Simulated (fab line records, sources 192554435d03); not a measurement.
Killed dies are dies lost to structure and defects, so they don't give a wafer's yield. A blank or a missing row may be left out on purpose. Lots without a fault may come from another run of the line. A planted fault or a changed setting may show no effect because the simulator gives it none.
Which tool did it? | flow n5_finfet | 10 lots, 30 wafers sampled, at 5 steps of a route of 1938

WHAT THE GAUGES READ, wafer by wafer
N5_SDB_CD_MEAS_11: target cd 50 nm. Usual: cd_nm 49.7 nm, standard deviation 0.82.
lot  | measured    | on        | cd_nm (nm)     | flag
L830 | day 4 00:58 | cd_sem-01 | 49.4 50.4 49.7 |
L833 | day 4 19:05 | cd_sem-03 | 49.6 50.1 49.3 |
L835 | day 5 09:02 | cd_sem-01 | 49.6 49.7 48.2 |
L840 | day 6 12:26 | cd_sem-02 | 48.9 49.4 49.7 |
L841 | day 6 20:11 | cd_sem-02 | 49.7 49.4 49.6 |
L845 | day 7 19:02 | cd_sem-03 | 50.2 49.4 50.5 |
L846 | day 8 02:17 | cd_sem-02 | 48.5 48.3 49.5 |
L850 | day 9 03:33 | cd_sem-03 | 50.8 49.3 49.4 |
L851 | day 9 14:56 | cd_sem-02 | 50.6 48.6 49.2 |
L852 | day 9 16:14 | cd_sem-03 | 51.0 49.5 49.6 |

N5_BEOL_M4_RC_MEAS_101. Usual: DIBL_N 35.9 mV/V, standard deviation 1.2; DIBL_P 35.9 mV/V, standard deviation 1.4; IOFF_N 0.149 nA/um, standard deviation 0.02; IOFF_P 0.205 nA/um, standard deviation 0.022; ION_N 671 uA/um, standard deviation 8.8; ION_P 461 uA/um, standard deviation 5.9; SS_N 71.4 mV/dec, standard deviation 0.51; SS_P 73.2 mV/dec, standard deviation 0.56; VT_N 250.6 mV, standard deviation 2.5; VT_P -250.1 mV, standard deviation 2.3.
lot  | measured     | on        | DIBL_N (mV/V)  | DIBL_P (mV/V)  | IOFF_N (nA/um)    | IOFF_P (nA/um)    | ION_N (uA/um) | ION_P (uA/um) | SS_N (mV/dec)  | SS_P (mV/dec)  | VT_N (mV)         | VT_P (mV)            | flag
L830 | day 9 16:29  | prober-02 | 36.4 36.8 36.7 | 35.8 35.7 36.5 | 0.157 0.157 0.165 | 0.223 0.233 0.243 | 676 671 671   | 466 466 465   | 71.5 72.5 71.3 | 73.6 73.6 72.3 | 249.7 250.3 249.1 | -246.2 -248.6 -247.0 |
L833 | day 11 03:07 | prober-02 | 33.7 35.6 34.3 | 35.3 38.1 35.7 | 0.114 0.147 0.121 | 0.181 0.214 0.177 | 653 666 650   | 453 458 452   | 70.9 72.0 71.3 | 73.1 73.2 72.8 | 253.2 251.1 255.3 | -251.4 -251.1 -254.3 |
L835 | day 11 06:32 | prober-01 | 35.2 36.3 35.7 | 35.3 36.9 36.8 | 0.126 0.146 0.137 | 0.174 0.195 0.201 | 666 674 667   | 451 460 464   | 71.1 72.0 71.2 | 72.8 73.3 73.7 | 252.4 251.7 254.8 | -251.1 -251.5 -249.2 |
L840 | day 13 04:57 | prober-02 | 35.4 35.5 35.7 | 36.6 36.1 36.3 | 0.155 0.155 0.156 | 0.226 0.220 0.220 | 673 673 677   | 468 474 470   | 71.3 71.1 70.9 | 72.8 73.2 73.4 | 249.3 248.9 249.2 | -245.9 -246.5 -244.9 |
L841 | day 12 05:19 | prober-02 | 35.5 34.5 36.6 | 33.2 31.5 34.0 | 0.119 0.107 0.129 | 0.190 0.169 0.198 | 652 653 656   | 458 462 460   | 70.8 70.2 70.9 | 71.9 71.6 71.9 | 253.3 254.1 253.5 | -250.8 -251.5 -250.2 |
L845 | day 14 20:47 | prober-02 | 35.2 34.3 36.0 | 35.7 33.9 35.9 | 0.155 0.130 0.161 | 0.208 0.185 0.214 | 679 673 684   | 461 470 473   | 71.3 70.8 71.6 | 73.5 72.9 74.0 | 250.0 253.4 248.7 | -251.0 -250.6 -246.9 |
L846 | day 13 09:41 | prober-01 | 36.2 36.0 36.6 | 37.5 37.1 38.0 | 0.150 0.156 0.162 | 0.202 0.198 0.208 | 672 672 674   | 464 458 465   | 71.1 70.9 71.8 | 73.4 73.2 73.9 | 249.7 249.8 247.4 | -249.9 -249.9 -251.6 |
L850 | day 15 04:07 | prober-02 | 35.6 36.9 36.2 | 35.4 37.1 35.8 | 0.138 0.156 0.145 | 0.189 0.223 0.202 | 679 673 665   | 462 460 456   | 71.5 71.5 71.6 | 73.1 73.9 72.9 | 250.3 247.9 247.4 | -253.0 -248.4 -251.8 |
L851 | day 14 11:42 | prober-01 | 34.6 37.2 34.8 | 33.9 36.8 34.6 | 0.118 0.165 0.129 | 0.166 0.211 0.175 | 658 676 665   | 451 461 456   | 71.4 71.7 71.1 | 72.5 73.7 72.6 | 255.1 248.7 254.3 | -253.8 -246.3 -252.8 |
L852 | day 16 00:40 | prober-02 | 37.5 36.5 36.1 | 35.7 34.1 34.7 | 0.171 0.145 0.144 | 0.244 0.216 0.222 | 680 664 673   | 473 461 470   | 71.2 71.5 71.0 | 74.4 74.0 73.2 | 247.1 249.7 249.8 | -247.2 -248.4 -246.4 |

WHICH TOOL RAN EACH LOT (tool, then ch and the chambers of the sampled wafers, then the start)
lot  | N5_SD_ACTIVATION_RTA_00         | N5_ILD0_ALD_15                   | N5_SDB_COAT_04
L830 | rtp_anneal-01 ch 0, day 3 17:26 | ald_sin-03 ch 0,1,3, day 3 21:57 | litho_track-03 ch 0, day 4 00:36
L833 | rtp_anneal-01 ch 0, day 4 11:19 | ald_sin-02 ch 0,1,2, day 4 16:03 | litho_track-05 ch 0, day 4 18:43
L835 | rtp_anneal-01 ch 0, day 5 01:21 | ald_sin-04 ch 0,1,3, day 5 05:49 | litho_track-02 ch 0, day 5 08:40
L840 | rtp_anneal-01 ch 0, day 6 04:53 | ald_sin-02 ch 1,2,3, day 6 09:22 | litho_track-05 ch 0, day 6 12:04
L841 | rtp_anneal-02 ch 0, day 6 12:40 | ald_sin-02 ch 0,2,3, day 6 17:18 | litho_track-05 ch 0, day 6 19:57
L845 | rtp_anneal-01 ch 0, day 7 11:13 | ald_sin-04 ch 1,2, day 7 15:41   | litho_track-02 ch 0, day 7 18:40
L846 | rtp_anneal-02 ch 0, day 7 18:57 | ald_sin-03 ch 1,2,3, day 7 23:24 | litho_track-03 ch 0, day 8 02:02
L850 | rtp_anneal-01 ch 0, day 8 17:10 | ald_sin-03 ch 0,1,2, day 9 00:38 | litho_track-05 ch 0, day 9 03:19
L851 | rtp_anneal-01 ch 0, day 9 06:00 | ald_sin-04 ch 1,3, day 9 11:55   | litho_track-05 ch 0, day 9 14:35
L852 | rtp_anneal-01 ch 0, day 9 07:23 | ald_sin-02 ch 0,2,3, day 9 13:02 | litho_track-05 ch 0, day 9 15:52
- N5_SD_ACTIVATION_RTA_00: time 0 s.
- N5_ILD0_ALD_15: deposits SiNx, target thk 24 nm, pulse time 1 s, ald cycles 480.
- N5_SDB_COAT_04: time 60 s, resist thk 18 nm.

WHAT THE TOOLS THEMSELVES READ (means of the sampled wafers that have a number; where no wafer has one, the mark that the record gives instead)
N5_SD_ACTIVATION_RTA_00. Usual: lamp_power_pct 8.95 %, standard deviation 0.055; lamp_zone_1_pct 8.954 %, standard deviation 0.028; lamp_zone_6_pct 8.876 %, standard deviation 0.028; wafer_temp_C_max 975.3, standard deviation 1.8.
lot  | tool          | lamp_power_pct (%) | lamp_zone_1_pct (%) | lamp_zone_6_pct (%) | wafer_temp_C_max | flag
L830 | rtp_anneal-01 | 9.01               | 8.954               | 8.901               | 976.4            |
L833 | rtp_anneal-01 | 8.94               | 8.970               | 8.863               | 975.0            |
L835 | rtp_anneal-01 | 8.96               | 8.963               | 8.876               | 974.6            |
L840 | rtp_anneal-01 | 8.95               | 8.972               | 8.862               | 977.1            |
L841 | rtp_anneal-02 | 8.99               | 8.958               | 8.878               | 975.0            |
L845 | rtp_anneal-01 | 8.95               | 8.947               | 8.847               | 974.5            |
L846 | rtp_anneal-02 | 8.99               | 8.974               | 8.881               | 976.8            |
L850 | rtp_anneal-01 | 8.98               | 8.957               | 8.857               | 974.3            |
L851 | rtp_anneal-01 | 8.96               | 8.955               | 8.850               | 975.7            |
L852 | rtp_anneal-01 | 8.93               | 8.939               | 8.868               | 976.2            |

N5_ILD0_ALD_15. Usual: heater_power_w 850 W, standard deviation 57; precursor_pulse_height_rel 1.000, standard deviation 0.018.
lot  | tool       | heater_power_w (W) | precursor_pulse_height_rel | flag
L830 | ald_sin-03 | 857                | 0.981                      |
L833 | ald_sin-02 | 852                | 1.007                      |
L835 | ald_sin-04 | 843                | 1.004                      |
L840 | ald_sin-02 | 868                | 1.020                      |
L841 | ald_sin-02 | 886                | 1.004                      |
L845 | ald_sin-04 | 761                | 0.997                      |
L846 | ald_sin-03 | 856                | 1.014                      |
L850 | ald_sin-03 | 841                | 1.006                      |
L851 | ald_sin-04 | 770                | 0.985                      |
L852 | ald_sin-02 | 890                | 1.005                      |

N5_SDB_COAT_04. Usual: chill_plate_temp_C 22.96 C, standard deviation 0.11; run_length_s 66.31 s, standard deviation 0.2.
lot  | tool           | chill_plate_temp_C (C) | run_length_s (s) | flag
L830 | litho_track-03 | 23.05                  | 66.49            |
L833 | litho_track-05 | 22.96                  | 66.13            |
L835 | litho_track-02 | 22.88                  | 66.60            |
L840 | litho_track-05 | 23.05                  | 69.70            | OFF
L841 | litho_track-05 | 23.02                  | 73.26            | OFF
L845 | litho_track-02 | 22.95                  | 66.56            |
L846 | litho_track-03 | 22.91                  | 66.44            |
L850 | litho_track-05 | 22.98                  | 66.08            |
L851 | litho_track-05 | 23.02                  | 66.28            |
L852 | litho_track-05 | 22.93                  | 66.12            |

THE ANSWER, worked out from the rows above alone
Rule: a lot is off if the mean of its wafers that have a number lies more than 3 standard deviations from the usual mean. A lot without any number at a reading at which 4 lots or more have one is off too. The other lots that the step has rows for count as sound. The gauges are gone through in route order, then the tools' own readings, and for those a lot's mean is taken as printed above. The first step at which some lot is off is used, and at that step the reading that is off furthest; a lot without a number counts as furthest.
Off: L840, L841, at N5_SDB_COAT_04 (run_length_s).
A tool fits if, at that step or a process step before it, it ran every lot that is off, and no sound lot after the first of them. None of those tried fits.

WHAT THE SIMULATOR HAD PUT IN
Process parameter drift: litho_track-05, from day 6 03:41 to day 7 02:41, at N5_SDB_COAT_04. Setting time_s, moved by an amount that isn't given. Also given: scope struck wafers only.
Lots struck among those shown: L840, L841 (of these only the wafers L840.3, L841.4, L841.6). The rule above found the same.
